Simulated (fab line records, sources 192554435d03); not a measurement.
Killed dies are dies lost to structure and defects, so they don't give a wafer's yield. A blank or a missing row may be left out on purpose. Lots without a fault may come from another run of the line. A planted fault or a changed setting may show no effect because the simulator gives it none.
fab line records | flow n5_finfet
record lots=4 wafers=12 last_day=16
route steps=1938 shown PMOS_HMC_CHANNEL_EPI@68 FIN_SAQP@90 PASSIVATION@1936
lots that met no fault: from a run of the same line without faults
start_h: hours from the record's first day to the start of the lot's first wafer shown | wait_h: hours since the lot's step before | " the same as in the row above | L1.1+2: a row that stands for several wafers | - no value, or no start given | * or withheld: withheld | < > ~ a bound
route shown NAME@n: a module of which the file shows steps, and the number in the route of the first | usual: mean/standard deviation of fault-free wafers | same: alike in all rows | chamber/n: place in a boat | sites: the reading at each site | _std_site: their standard deviation | _edge_site: outer sites' mean less inner sites' | radius_mm: how far each site lies from the wafer's centre | mask NAME#n: copy n | behind: the tool/chamber that last shaped the wafer | hold: why the lot was held/for how many hours/how that ended | device: the transistor (n, p or np) that didn't switch | end of line: the same wafers' tests at the end of the route | a step without rows: its recipe alone | killed: dies lost to structure and defects at the first sort, not the wafer's yield | map: a wafer's dies, x killed, . not, _ none there
set.NAME: the setting as run; set.NAME@STEP: as run at that earlier step | model.NAME: the simulator's own value behind a step, which no gauge read
lots at some steps of the route; a table a step, a row a wafer
## steps
# step N5_PMOS_HMC_CHANNEL_EPI_DESCUM_14
# recipe chemistry=O2 time_s=7.9 source_power_w=50 bias_power_w=20 pressure_mtorr=20 rf_frequency_hz=2.712e+07 temp_c=40 resist=CAR-ArF-block o2_flow_sccm=225
# step N5_PMOS_HMC_CHANNEL_EPI_ETCH_32
# recipe chemistry=N2/H2 target=BARC stop_on=SiO2 target_depth_a=858 over_etch_frac=0.3 time_s=50.3 ion_energy_ev=200 mask_material=CAR-ArF-block pressure_mtorr=30 source_w=840 bias_w=150 n2_flow_sccm=200 h2_flow_sccm=200
# step N5_PMOS_HMC_CHANNEL_EPI_HM_OPEN_15
# recipe chemistry=CHF3/O2 target=SiO2 mask_material=CAR-ArF-block target_depth_a=406 CHF3_flow_sccm=50 O2_flow_sccm=5 Ar_flow_sccm=200 time_s=20.3 pressure_mtorr=30 source_w=650 bias_w=170 ion_energy_ev=200
# step N5_PMOS_HMC_CHANNEL_EPI_STRIP_33
# recipe chemistry=N2/H2 power_w=500 temp_c=40 pressure_mtorr=50 rf_frequency_hz=6e+07 overash_fraction=0.3 bias_power_w=8 h2_frac=0.5 n2_flow_sccm=300 h2_flow_sccm=300
# step N5_PMOS_HMC_CHANNEL_EPI_STRIP_17
# recipe chemistry=SPM time_s=750 temp_c=130 h2so4_h2o2_vol_ratio=4 dry=ipa_marangoni
# step N5_PMOS_HMC_CHANNEL_EPI_ETCH_38
# recipe chemistry=CF4 target=SiO2 target_depth_a=15 ion_energy_ev=350 pressure_mtorr=10 icp_w=800 bias_w=400 cf4_flow_sccm=80
# step N5_PMOS_HMC_CHANNEL_EPI_FIN_RECESS_16
# recipe chemistry=HBr/Cl2 target=Si mask_material=SiO2 target_depth_a=540 time_s=18 pressure_mtorr=10 icp_w=800 bias_w=75 HBr_flow_sccm=150 Cl2_flow_sccm=80
# step N5_PMOS_HMC_CHANNEL_EPI_PRECLEAN_36
# recipe chemistry=O3/DIW time_s=45 temp_c=22 o3_ppm=10
# step N5_PMOS_HMC_CHANNEL_EPI_PRECLEAN_18
# recipe chemistry=DHF time_s=30 temp_c=25 dilution=withheld
# step N5_PMOS_HMC_CHANNEL_EPI_SRD_19
# recipe dry=ipa_marangoni do_ppb=5 time_s=30 temp_c=23 rinse_liquid=diw
# step N5_PMOS_HMC_CHANNEL_EPI_EPI_20
# recipe material=SiGe30 mask_material=SiO2 pressure_torr=20 target_thk_a=590 temp_c=600
# step N5_PMOS_HMC_CHANNEL_EPI_HM_STRIP_35
# recipe chemistry=dHF temp_c=25 material=SiO2 target=SiO2 target_depth_a=396 time_s=216
# columns lot.wafer tool chamber start_h wait_h
L780.2+3+6 wet_bench-06 2,3,6 49.08 0.8
L784.1+3+5 wet_bench-05 2,7,1 74.12 1.0
L785.2+4+6 wet_bench-06 4,7,1 79.86 1.1
L786.1+2+6 wet_bench-06 2,6,5 85.65 1.4
# step N5_PMOS_HMC_CHANNEL_EPI_SRD_39
# recipe dry=ipa_marangoni time_s=30 temp_c=23 rinse_liquid=diw
# step N5_PMOS_HMC_CHANNEL_EPI_CMP_21
# recipe material=SiGe30 post_cmp_clean=alkaline_brush target_thk_nm=54
# step N5_PMOS_HMC_CHANNEL_EPI_PRECLEAN_40
# recipe chemistry=DHF time_s=30 temp_c=25 dilution=withheld
# step N5_PMOS_HMC_CHANNEL_EPI_PRECLEAN_37
# recipe chemistry=O3/DIW time_s=45 temp_c=22 o3_ppm=10
# step N5_PMOS_HMC_CHANNEL_EPI_PRECLEAN_24
# recipe chemistry=DHF time_s=30 temp_c=25 dilution=withheld
# step N5_PMOS_HMC_CHANNEL_EPI_SRD_25
# recipe dry=ipa_marangoni do_ppb=5 time_s=30 temp_c=23 rinse_liquid=diw
# step N5_PMOS_HMC_CHANNEL_EPI_EPI_26
# recipe material=Si target_thk_a=38 temp_c=650 precursor=SiH4/H2 pressure_torr=20 time_s=22.7
# step N5_FIN_SAQP_PRECLEAN_42
# recipe chemistry=O3/DIW time_s=60 temp_c=22 o3_ppm=10
# step N5_FIN_SAQP_PRECLEAN_00
# recipe chemistry=SC1 time_s=60 temp_c=55 mix=1:2:50
# step N5_FIN_SAQP_PRECLEAN_44
# recipe chemistry=SC2 time_s=45 temp_c=35 mix=1:1:50
# step N5_FIN_SAQP_SRD_01
# recipe dry=ipa_marangoni time_s=30 temp_c=23 rinse_liquid=diw
# step N5_FIN_SAQP_ALD_61
# recipe material=SiO2 target_thk_a=40 temp_c=300 ald_precursor_family=BDEAS ald_co_reactant=O2-plasma pulse_time_s=1 purge_time_s=2 co_reactant_purge_time_s=2 ald_cycles=43 pressure_torr=2
# step N5_FIN_SAQP_DENSIFY_62
# recipe temp_c=700 time_s=60 ambient=N2 idle_temp_c=600 ramp_up_c_per_s=150 ramp_down_c_per_s=60 cool_to_c=600
# step N5_FIN_SAQP_HM_DEP_03
# recipe material=SiNx target_thk_a=380 temp_c=400 precursor=SiH4/NH3/N2 pressure_torr=1.5 rf_w=300 time_s=33.6
# step N5_FIN_SAQP_PECVD_47
# recipe material=a-Si target_thk_a=450 temp_c=400 precursor=SiH4/He pressure_torr=3 rf_w=100 time_s=36.3
# step N5_FIN_SAQP_PECVD_48
# recipe material=SiNx target_thk_a=250 temp_c=400 precursor=SiH4/NH3/N2 pressure_torr=1.5 rf_w=300 time_s=22.1
# step N5_FIN_SAQP_PECVD_06
# recipe material=a-Si target_thk_a=600 temp_c=400 precursor=SiH4/He pressure_torr=3 rf_w=100 time_s=48.1
# step N5_FIN_SAQP_HM_DEP_72
# recipe material=SiO2 target_thk_a=120 temp_c=400 precursor=SiH4/N2O pressure_torr=0.75 rf_w=275 time_s=7.2
# step N5_FIN_SAQP_COAT_49
# recipe resist=SOC temp_c=250 time_s=60 spin_rpm=1500 resist_thk_nm=100
# step N5_FIN_SAQP_COAT_50
# recipe resist=SiARC temp_c=220 time_s=60 spin_rpm=1500 resist_thk_nm=35
# step N5_FIN_SAQP_COAT_10
# recipe resist=CAR-ArF spin_rpm=1500 resist_thk_nm=90
# step N5_FIN_SAQP_EBR_12
# recipe solvent=PGMEA ebr_width_mm=1.5
# step N5_FIN_SAQP_SOFTBAKE_11
# recipe temp_c=110 time_s=60 resist=CAR-ArF
# step N5_FIN_SAQP_EXPOSE_13
# recipe mask_id=FIN_CORE na=1.35 source_shape=dipole sigma_inner=0.538 sigma_outer=0.738 polarization=te target_cd_nm=35.6 dose_mj=63.25
# step N5_PASSIVATION_PROBE_49
# usual defect_limited_yield=91.4/1.4 killed_at_M0_to_M3=33/11 killed_at_M4_up=13/5.3 killed_at_contacts=13/6.1 killed_at_front_end=40/11 killed_at_other=2.9/2.7 killed_dies=102/17 killed_on_rim=14/4.2 killed_open=68/13 killed_short=32/7.5 sort_bin_5_function=5.1/0.98 sort_bin_6_memory=3.2/0.69 sort_n_pass=1077/21 sort_yield_pct=91.3/1.7
# same gross_dies=1180 killed_at_back_side=0 sort_bin_4_leakage[%]=0 sort_bin_8_speed[%]=0
# columns lot.wafer tool chamber start_h wait_h defect_limited_yield[%] killed_at_M0_to_M3 killed_at_M4_up killed_at_contacts killed_at_front_end killed_at_other killed_dies killed_on_rim killed_open killed_short sort_bin_5_function[%] sort_bin_6_memory[%] sort_n_pass sort_yield_pct[%]
L780.2 prober-02 - 316.22 0.1 88.2 32 14 18 73 2 139 17 101 37 7.2 4.3 1041 88.2
L780.3 prober-02 - 316.27 0.1 91.0 25 12 10 51 8 106 10 68 37 5.5 3.1 1074 91.0
L780.6 prober-02 - 316.42 0.3 89.0 55 6 12 55 2 130 21 97 33 6.8 4.2 1050 89.0
L785.2 prober-01 - 343.61 0.1 85.6 24 17 24 105 0 170 35 62 20 8.4 3.4 1010 85.6
L785.4 prober-01 - 343.71 0.2 85.4 21 9 25 115 2 172 33 56 27 9.0 1.9 1008 85.4
L785.6 prober-01 - 343.81 0.3 83.1 15 15 18 150 1 199 27 49 25 10.0 3.0 981 83.1
L784.1 prober-01 - 349.32 0.0 93.2 23 14 6 36 1 80 11 52 27 4.4 2.2 1100 93.2
L784.3 prober-01 - 349.42 0.1 92.9 27 16 14 27 0 84 10 45 33 4.4 2.5 1096 92.9
L784.5 prober-01 - 349.52 0.2 95.0 22 3 3 30 1 59 7 34 24 2.8 2.0 1121 95.0
L786.1 prober-02 - 390.28 0.0 84.6 32 7 17 122 4 182 32 60 27 8.1 3.7 998 84.6
L786.2 prober-02 - 390.33 0.1 82.6 29 4 10 160 2 205 28 49 22 9.4 3.7 975 82.6
L786.6 prober-02 - 390.53 0.3 79.4 56 4 15 166 2 243 23 66 44 12.2 4.8 937 79.4
# killed by level:class
L780.2 FIN_SAQP:geometric_particle:open=27 STI_FIN_REVEAL:geometric_particle:open=17 MOL_CONTACT_COAG:geometric_particle:open=15 FIN_SAQP:geometric_particle:short=10 BEOL_M2:geometric_particle:open=9 BEOL_M3:geometric_particle:open=7 DUMMY_GATE:geometric_particle:open=5 BEOL_M0_SAQP:geometric_particle:short=5
L780.3 FIN_SAQP:geometric_particle:open=22 BEOL_M0_SAQP:geometric_particle:open=9 STI_FIN_REVEAL:geometric_particle:open=7 FIN_SAQP:geometric_particle:short=6 BEOL_M0_SAQP:geometric_particle:short=6 MOL_CONTACT_COAG:geometric_particle:open=5 MOL_CONTACT_COAG:geometric_particle:short=5 BEOL_M4:geometric_particle:short=4
L780.6 STI_FIN_REVEAL:geometric_particle:open=18 BEOL_M2:geometric_particle:open=16 BEOL_M0_SAQP:geometric_particle:open=14 MOL_CONTACT_COAG:geometric_particle:open=11 GATE_CUT:geometric_particle:short=7 BEOL_M2:geometric_particle:short=7 BEOL_M3:geometric_particle:open=7 FIN_SAQP:geometric_particle:open=6
L785.2 PMOS_HMC_CHANNEL_EPI:unspecified=86 MOL_CONTACT_COAG:geometric_particle:open=20 BEOL_M0_SAQP:geometric_particle:open=8 BEOL_M1:geometric_particle:open=6 BEOL_M0_SAQP:geometric_particle:short=5 FIN_SAQP:geometric_particle:open=4 MOL_CONTACT_COAG:geometric_particle:short=4 BEOL_M11:geometric_particle:open=4
L785.4 PMOS_HMC_CHANNEL_EPI:unspecified=88 MOL_CONTACT_COAG:geometric_particle:open=20 FIN_SAQP:geometric_particle:short=8 BEOL_M2:geometric_particle:open=8 GATE_CUT:geometric_particle:short=6 MOL_CONTACT_COAG:geometric_particle:short=5 BEOL_M3:geometric_particle:open=4 FIN_SAQP:geometric_particle:open=3
L785.6 PMOS_HMC_CHANNEL_EPI:unspecified=123 MOL_CONTACT_COAG:geometric_particle:open=16 FIN_SAQP:geometric_particle:short=6 BEOL_M4:geometric_particle:open=6 BEOL_M4:geometric_particle:short=5 FIN_SAQP:geometric_particle:open=4 DUMMY_GATE:geometric_particle:open=4 BEOL_M3:geometric_particle:open=4
L784.1 STI_FIN_REVEAL:geometric_particle:open=13 BEOL_M0_SAQP:geometric_particle:short=9 DUMMY_GATE:geometric_particle:open=8 FIN_SAQP:geometric_particle:short=5 MOL_CONTACT_COAG:geometric_particle:open=5 BEOL_M0_SAQP:geometric_particle:open=4 BEOL_M2:geometric_particle:open=4 BEOL_M8:geometric_particle:open=4
L784.3 BEOL_M0_SAQP:geometric_particle:short=10 MOL_CONTACT_COAG:geometric_particle:open=7 MOL_CONTACT_COAG:geometric_particle:short=7 BEOL_M4:geometric_particle:open=7 FIN_SAQP:geometric_particle:open=6 STI_FIN_REVEAL:geometric_particle:open=6 BEOL_M0_SAQP:geometric_particle:open=6 FIN_SAQP:geometric_particle:short=4
L784.5 FIN_SAQP:geometric_particle:short=9 BEOL_M0_SAQP:geometric_particle:open=6 STARTING-WAFER:geometric_particle:short=5 FIN_SAQP:geometric_particle:open=4 BEOL_M1:geometric_particle:open=4 DUMMY_GATE:geometric_particle:open=3 MOL_CONTACT_COAG:geometric_particle:open=3 BEOL_M2:geometric_particle:open=3
L786.1 PMOS_HMC_CHANNEL_EPI:unspecified=94 MOL_CONTACT_COAG:geometric_particle:open=15 BEOL_M0_SAQP:geometric_particle:open=14 BEOL_M0_SAQP:geometric_particle:short=7 FIN_SAQP:geometric_particle:open=6 FIN_SAQP:geometric_particle:short=6 BEOL_M2:geometric_particle:open=5 BEOL_M7:geometric_particle:open=5
L786.2 PMOS_HMC_CHANNEL_EPI:unspecified=129 BEOL_M0_SAQP:geometric_particle:open=11 MOL_CONTACT_COAG:geometric_particle:open=8 FIN_SAQP:geometric_particle:open=7 BEOL_M0_SAQP:geometric_particle:short=6 GATE_CUT:geometric_particle:open=5 BEOL_M1:geometric_particle:open=5 GATE_CUT:geometric_particle:short=4
L786.6 PMOS_HMC_CHANNEL_EPI:unspecified=130 BEOL_M0_SAQP:geometric_particle:open=16 BEOL_M0_SAQP:geometric_particle:short=13 GATE_CUT:geometric_particle:short=8 MOL_CONTACT_COAG:geometric_particle:open=8 FIN_SAQP:geometric_particle:open=7 MOL_CONTACT_COAG:geometric_particle:short=6 BEOL_M1:geometric_particle:open=6
# map L785.6 (x killed, . not)
_________________xxx.........________________
______________xxxxx.x.x........._____________
___________xxxxxxxxxxx.............__________
__________xxxxxxxxxxx....x.......x.._________
________xxxxxxxxxxxxxx............x..._______
_______.xxxxxxxxxxxxxx.................______
______.x.xxxxxxxxxxxxxx........x.......x_____
_____..xxxxxxxxxxxxxxxxx.................____
____.....xxxxxxxxxxx.....................x___
___.x....xxxxxxxxxxxx.......x..........x.x.__
___.....x..x.xxxxx..................x......__
__..........xx..x.x.........x..............._
__....x........xx.........xx.......x........_
_............................................
_.............x...........x..x.......x.......
_........x......x..........x.........xx.x....
_...x.........x..............................
_..........................................x.
_....................xx..x...x......x......xx
_.....x...............x......................
_.....xx.........x..x..........x......x....x.
__................x.x.x......x.............._
__................................x.xx......_
___....x..x..x.......x.......x.............__
___........................................__
____...................x....x.............___
_____..........x..................x......____
______.............x.........x.........._____
_______................................______
________.x..............x.......xx...._______
__________..............x..........._________
___________x.......................__________
______________...x..x..........._____________
_________________............________________
# map L786.6 (x killed, . not)
_________________............________________
______________.........x........_____________
___________........xx......x.......__________
__________.....x..x................._________
________.......xx..............x......_______
_______.......x.x..........x...........______
______.x..........x...x........x........_____
_____..x....xx...............x......x....____
____............x.......x.................___
___...x...........x........................__
___...x................x..x....x.....xx....__
__x..........x.............x.........x......_
__.......x.x............x....x...x.....x...._
_......x.........x................x..x.......
_....................x.......................
_......x............................x.......x
_..xxx.x.xx...........x.....x......x.........
_....x..x..x...x.............x....x.....xx.x.
_......xxxxxx.x............x..........x......
_....xxxxxxxxxx.x...x.............x..x...x..x
_.....xxxxxxxxx..xx.x...........x...xx.......
__x..xxxxxxxxx.xx.x...xx.x.................._
__.xxxxxxxxxxxxxx..x..x..............x......_
___xxxxxxxxxxxxxxx....x..xx........xx..x...__
___xxxxxxxxxxxxxx..........x...............__
____xxxxxxxxxxxxxx.................x...x..___
_____xxxxxxxxxxxxx...x...................____
______xxxxxxxxxxxx....x..........x.....x_____
_______xxxxxxxxx...............x.......______
________.xxx.xx.x.....x..............._______
__________x..x...............x......_________
___________.....................x..__________
______________.................._____________
_________________.........x..________________
## key
first_sign step=N5_PASSIVATION_PROBE_49 reading=killed_at_front_end direction=up sigmas=8.9 usual=40 struck=136
effect step=N5_PASSIVATION_PROBE_49 reading=defect_limited_yield direction=down sigmas=5.5 usual=91.4 struck=83.5
more_kills_born_at N5_PMOS_HMC_CHANNEL_EPI_HM_STRIP_35@wet_bench-06=650
met_at N5_PMOS_HMC_CHANNEL_EPI_HM_STRIP_35
struck_wafers L785.2,L785.4,L785.6,L786.1,L786.2,L786.6
onset_between 49.08 79.86
fault kind=chamber_particle_source tool=wet_bench-06 chamber=- onset_h=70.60 steps=N5_PMOS_HMC_CHANNEL_EPI_HM_STRIP_35 rate_per_visit_cm2=1.9376 end_h=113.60
